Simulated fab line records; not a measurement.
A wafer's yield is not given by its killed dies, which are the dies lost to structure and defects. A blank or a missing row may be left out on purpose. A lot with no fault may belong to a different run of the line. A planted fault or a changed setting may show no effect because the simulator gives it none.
Which of the tools did it?	flow n5_finfet	22 lots, 66 wafers sampled, at 5 steps of a route of 1938

WHAT THE GAUGES SHOWED, per wafer
N5_BEOL_M7_OVL_MEAS_12.
lot	measured	on	M7_OVL (nm)
L074	day 9 11:11	overlay-01	-0.7 0.8 -0.1
L075	day 9 16:41	overlay-01	-0.5 0.1 -0.5
L076	day 10 00:35	overlay-01	1.0 -0.1 0.2
L077	day 10 03:50	overlay-02	-0.6 0.3 -0.8
L078	day 10 04:08	overlay-01	-0.4 0.4 0.1
L080	day 10 21:25	overlay-02	0.2 0.9 1.3
L079	day 10 23:40	overlay-02	0.6 0.1 -0.1
L083	day 11 10:59	overlay-01	0.8 -0.7 0.9
L082	day 11 15:58	overlay-02	1.4 0.4 0.7
L084	day 12 04:58	overlay-02	0.3 1.3 1.0
L085	day 12 08:31	overlay-02	0.8 0.4 0.5
L087	day 12 18:26	overlay-02	0.3 0.8 -0.4
L088	day 13 01:58	overlay-01	-1.1 0.1 -1.3
L089	day 13 02:08	overlay-01	0.0 0.1 0.0
L090	day 13 05:44	overlay-01	-1.1 0.6 0.1
L091	day 13 22:17	overlay-02	-0.3 -0.2 0.4
L093	day 14 02:22	overlay-02	0.4 0.3 0.8
L092	day 14 06:58	overlay-01	1.7 0.7 0.5
L095	day 14 22:08	overlay-01	1.3 1.5 1.7
L094	day 15 02:01	overlay-02	-0.3 -0.3 -0.2
L097	day 15 11:46	overlay-02	-0.2 -0.4 -0.7
L096	day 15 11:59	overlay-02	0.2 0.8 -0.3

N5_BEOL_M7_INSPECT_30: inspects for defects (brightfield).
lot	measured	on	raw_defect_count
L074	day 9 15:20	defect_inspect-01	409 547 402
L075	day 9 19:10	defect_inspect-02	422 345 371
L076	day 10 01:52	defect_inspect-01	226 302 227
L077	day 10 06:13	defect_inspect-02	418 454 488
L078	day 10 06:23	defect_inspect-01	404 435 424
L080	day 10 23:04	defect_inspect-02	618 406 793
L079	day 11 01:10	defect_inspect-02	380 299 405
L083	day 11 12:11	defect_inspect-02	363 382 569
L082	day 11 20:56	defect_inspect-01	272 369 432
L084	day 12 07:08	defect_inspect-01	383 339 275
L085	day 12 10:55	defect_inspect-02	270 418 339
L087	day 12 19:50	defect_inspect-01	357 338 391
L088	day 13 04:45	defect_inspect-02	411 416 228
L089	day 13 04:55	defect_inspect-02	299 283 494
L090	day 13 07:04	defect_inspect-01	330 383 394
L091	day 14 01:11	defect_inspect-01	484 520 517
L093	day 14 03:55	defect_inspect-01	404 392 310
L092	day 14 09:56	defect_inspect-01	366 435 434
L095	day 15 01:22	defect_inspect-01	292 381 283
L094	day 15 04:35	defect_inspect-02	367 391 247
L097	day 15 13:51	defect_inspect-02	409 593 592
L096	day 15 14:01	defect_inspect-01	401 526 463

WHAT TOOL EACH LOT RAN ON (gives the tool, then ch and the chambers of the sampled wafers, and finally the start)
lot	N5_BEOL_M6_STRIP_36	N5_BEOL_M6_ANNEAL_51	N5_BEOL_M7_ETCH_61
L074	rie_diel-01 ch 0,1,2, day 9 05:09	rtp_anneal-02 ch 0, day 9 07:48	rie_diel-06 ch 0,1, day 9 11:16
L075	rie_diel-02 ch 0,1, day 9 09:04	rtp_anneal-02 ch 0, day 9 11:43	rie_diel-03 ch 0,2, day 9 16:46
L076	rie_diel-01 ch 1,3, day 9 19:27	rtp_anneal-01 ch 0, day 9 21:39	rie_diel-03 ch 1,2, day 10 00:41
L077	rie_diel-04 ch 2,3, day 9 23:22	rtp_anneal-02 ch 0, day 10 01:23	rie_diel-03 ch 1,2,3, day 10 03:56
L078	rie_diel-04 ch 1,2,3, day 9 23:46	rtp_anneal-02 ch 0, day 10 01:50	rie_diel-03 ch 0,1,2, day 10 04:13
L080	rie_diel-02 ch 0,1,2, day 10 14:51	rtp_anneal-01 ch 0, day 10 18:20	rie_diel-06 ch 1,3, day 10 21:35
L079	rie_diel-04 ch 0,2, day 10 17:17	rtp_anneal-02 ch 0, day 10 20:36	rie_diel-05 ch 1,2,3, day 11 00:16
L083	rie_diel-02 ch 1,2,3, day 11 06:26	rtp_anneal-01 ch 0, day 11 08:16	rie_diel-06 ch 0,2,3, day 11 11:05
L082	rie_diel-01 ch 1,3, day 11 09:56	rtp_anneal-01 ch 0, day 11 12:17	rie_diel-03 ch 0,2, day 11 16:24
L084	rie_diel-04 ch 0,2,3, day 11 23:11	rtp_anneal-01 ch 0, day 12 02:09	rie_diel-03 ch 0,1,2, day 12 05:06
L085	rie_diel-01 ch 0,1, day 12 03:55	rtp_anneal-01 ch 0, day 12 06:03	rie_diel-06 ch 1,2,3, day 12 09:55
L087	rie_diel-02 ch 2,3, day 12 14:38	rtp_anneal-02 ch 0, day 12 16:32	rie_diel-05 ch 0,2, day 12 18:47
L088	rie_diel-04 ch 0,1,2, day 12 20:27	rtp_anneal-02 ch 0, day 12 23:14	rie_diel-03 ch 0,1,2, day 13 02:21
L089	rie_diel-01 ch 2,3, day 12 20:52	rtp_anneal-01 ch 0, day 12 23:39	rie_diel-06 ch 0,1,2, day 13 02:41
L090	rie_diel-02 ch 0,2,3, day 12 22:49	rtp_anneal-02 ch 0, day 13 01:59	rie_diel-05 ch 0,1,3, day 13 05:49
L091	rie_diel-01 ch 1,2,3, day 13 15:35	rtp_anneal-01 ch 0, day 13 18:41	rie_diel-03 ch 0,2,3, day 13 22:52
L093	rie_diel-01 ch 1,2, day 13 21:08	rtp_anneal-01 ch 0, day 13 23:50	rie_diel-05 ch 0,2,3, day 14 02:50
L092	rie_diel-04 ch 0,2,3, day 13 23:15	rtp_anneal-02 ch 0, day 14 02:44	rie_diel-06 ch 0,1,2, day 14 07:03
L095	rie_diel-01 ch 0,1,2, day 14 15:04	rtp_anneal-02 ch 0, day 14 19:28	rie_diel-05 ch 1,2, day 14 22:14
L094	rie_diel-04 ch 1,2, day 14 18:16	rtp_anneal-02 ch 0, day 14 21:31	rie_diel-06 ch 1,2, day 15 02:33
L097	rie_diel-01 ch 0,2,3, day 15 01:38	rtp_anneal-02 ch 0, day 15 05:45	rie_diel-05 ch 0,2,3, day 15 12:03
L096	rie_diel-02 ch 2,3, day 15 05:20	rtp_anneal-02 ch 0, day 15 08:56	rie_diel-03 ch 0,1,3, day 15 12:23
- N5_BEOL_M6_STRIP_36: strips in N2/H2.
- N5_BEOL_M6_ANNEAL_51: time 90 s.
- N5_BEOL_M7_ETCH_61: etches SiARC in CF4, target depth 45.5 nm, time 75.8 s.

WHAT THE TOOLS THEMSELVES READ (means of the sampled wafers that have a number; where no wafer has one, the mark that the record gives instead)
N5_BEOL_M6_STRIP_36.
lot	tool	drypump_motor_current_A (A)	oes_product_au (a.u.)	power_w (W)	rf_vpp_V (V)	showerhead_plenum_p_Torr (Torr)	throttle_valve_pct (%)
L074	rie_diel-01	5.9	0.78	449.7	58.1	2.47	23.3
L075	rie_diel-02	5.5	0.75	449.7	59.4	2.50	23.7
L076	rie_diel-01	5.7	0.76	450.6	59.4	2.44	23.4
L077	rie_diel-04	5.4	0.77	449.1	59.4	2.62	23.9
L078	rie_diel-04	5.4	0.78	449.2	59.2	2.59	23.8
L080	rie_diel-02	5.7	0.75	449.9	59.2	2.55	23.8
L079	rie_diel-04	5.0	0.91	450.3	59.4	2.65	24.0
L083	rie_diel-02	5.3	0.77	449.6	58.3	2.61	23.9
L082	rie_diel-01	5.6	0.74	449.3	58.5	2.44	23.7
L084	rie_diel-04	5.3	0.82	449.2	59.7	2.65	23.9
L085	rie_diel-01	6.1	0.75	450.0	59.3	2.41	23.4
L087	rie_diel-02	5.4	0.77	449.7	59.1	2.65	24.1
L088	rie_diel-04	5.4	0.84	450.0	59.5	2.62	23.8
L089	rie_diel-01	5.5	0.74	450.5	58.6	2.48	23.8
L090	rie_diel-02	5.6	0.77	451.1	58.7	2.56	23.9
L091	rie_diel-01	5.6	0.74	451.8	59.1	2.47	23.6
L093	rie_diel-01	5.7	0.76	448.4	58.4	2.46	23.2
L092	rie_diel-04	5.3	0.80	449.2	59.9	2.64	23.9
L095	rie_diel-01	5.9	0.74	450.2	57.4	2.45	23.4
L094	rie_diel-04	5.4	0.78	451.3	58.1	2.55	23.8
L097	rie_diel-01	5.8	0.73	449.7	57.8	2.46	23.7
L096	rie_diel-02	5.2	0.77	449.4	59.1	2.62	24.0

N5_BEOL_M6_ANNEAL_51.
lot	tool	anneal_temp_c (C)	wafer_temp_C_max
L074	rtp_anneal-02	225.00	225.63
L075	rtp_anneal-02	224.84	226.22
L076	rtp_anneal-01	225.19	225.80
L077	rtp_anneal-02	225.04	226.04
L078	rtp_anneal-02	224.92	225.93
L080	rtp_anneal-01	224.88	225.54
L079	rtp_anneal-02	225.03	226.00
L083	rtp_anneal-01	224.75	226.01
L082	rtp_anneal-01	225.10	225.64
L084	rtp_anneal-01	225.12	225.61
L085	rtp_anneal-01	224.93	225.48
L087	rtp_anneal-02	225.19	225.85
L088	rtp_anneal-02	224.99	225.90
L089	rtp_anneal-01	224.85	225.61
L090	rtp_anneal-02	224.97	225.65
L091	rtp_anneal-01	224.84	225.48
L093	rtp_anneal-01	224.95	226.08
L092	rtp_anneal-02	224.94	225.90
L095	rtp_anneal-02	224.86	225.62
L094	rtp_anneal-02	224.72	225.87
L097	rtp_anneal-02	224.92	226.12
L096	rtp_anneal-02	225.02	225.70

N5_BEOL_M7_ETCH_61.
lot	tool	bias_w (W)	drypump_motor_current_A (A)	etch_rf_on_time_s (s)	oes_product_au (a.u.)	rf_fwd_power_W (W)	rf_vpp_V (V)	showerhead_plenum_p_Torr (Torr)	throttle_valve_pct (%)
L074	rie_diel-06	35.96	5.6	75.9	0.71	541.7	183.9	2.08	15.40
L075	rie_diel-03	36.08	6.3	76.3	0.70	540.1	183.2	2.08	15.45
L076	rie_diel-03	36.07	6.0	73.0	0.62	539.9	183.4	2.08	15.68
L077	rie_diel-03	36.06	5.9	74.4	0.64	538.5	183.4	2.09	15.76
L078	rie_diel-03	35.89	6.2	73.9	0.67	540.9	184.2	2.10	15.58
L080	rie_diel-06	36.07	5.7	73.8	0.65	538.2	183.2	2.05	15.63
L079	rie_diel-05	35.98	5.7	77.5	0.64	540.8	184.2	2.18	15.78
L083	rie_diel-06	35.96	5.6	74.3	0.73	541.6	183.9	2.14	15.46
L082	rie_diel-03	36.04	6.2	75.2	0.64	539.5	183.4	2.05	15.59
L084	rie_diel-03	35.99	6.1	73.4	0.66	539.4	183.1	2.09	15.61
L085	rie_diel-06	35.93	5.6	73.1	0.70	540.2	184.0	2.13	15.60
L087	rie_diel-05	36.05	5.4	76.3	0.71	540.2	184.8	2.17	15.86
L088	rie_diel-03	35.93	6.1	74.1	0.65	538.6	182.9	2.09	15.63
L089	rie_diel-06	36.10	5.5	75.9	0.70	539.6	184.1	2.14	15.52
L090	rie_diel-05	35.97	5.8	75.7	0.68	539.7	185.2	2.19	15.81
L091	rie_diel-03	35.97	6.0	76.2	0.64	540.0	184.1	2.06	15.70
L093	rie_diel-05	35.95	5.6	79.6	0.65	537.9	183.8	2.16	15.88
L092	rie_diel-06	36.13	5.5	75.4	0.70	538.4	183.4	2.13	15.55
L095	rie_diel-05	36.00	5.6	76.4	0.60	539.8	184.9	2.18	15.78
L094	rie_diel-06	35.99	5.5	73.9	0.67	538.5	183.4	2.12	15.67
L097	rie_diel-05	36.00	5.6	77.9	0.66	539.6	184.9	2.16	15.90
L096	rie_diel-03	36.00	6.0	76.6	0.65	539.4	182.6	2.08	15.75

THE ANSWER, worked out from the rows above alone
Rule: usual is defined by the lots themselves. Put in order of their means at a reading, lots are off if they are a third of the lots or fewer, leave a main group of 4 or more, and stand apart from it by a gap of 3 or more times the standard deviation of the main group's means; of several such gaps the widest counts. A main group is skipped when, at the precision printed for the reading in the tables above, its means are all equal. A lot without any number at a reading at which 4 lots or more have one is off too. Any other lot the step has rows for is counted as sound. Order of review: gauges by route order, followed by the tools' own readings, for which a lot's mean as printed above is used. At the first step where some lot is off, the reading lying furthest off is the one used; lots without a number count as furthest.
No lot is off on any of the readings shown, so nothing can be concluded from this.

WHAT THE SIMULATOR PUT IN
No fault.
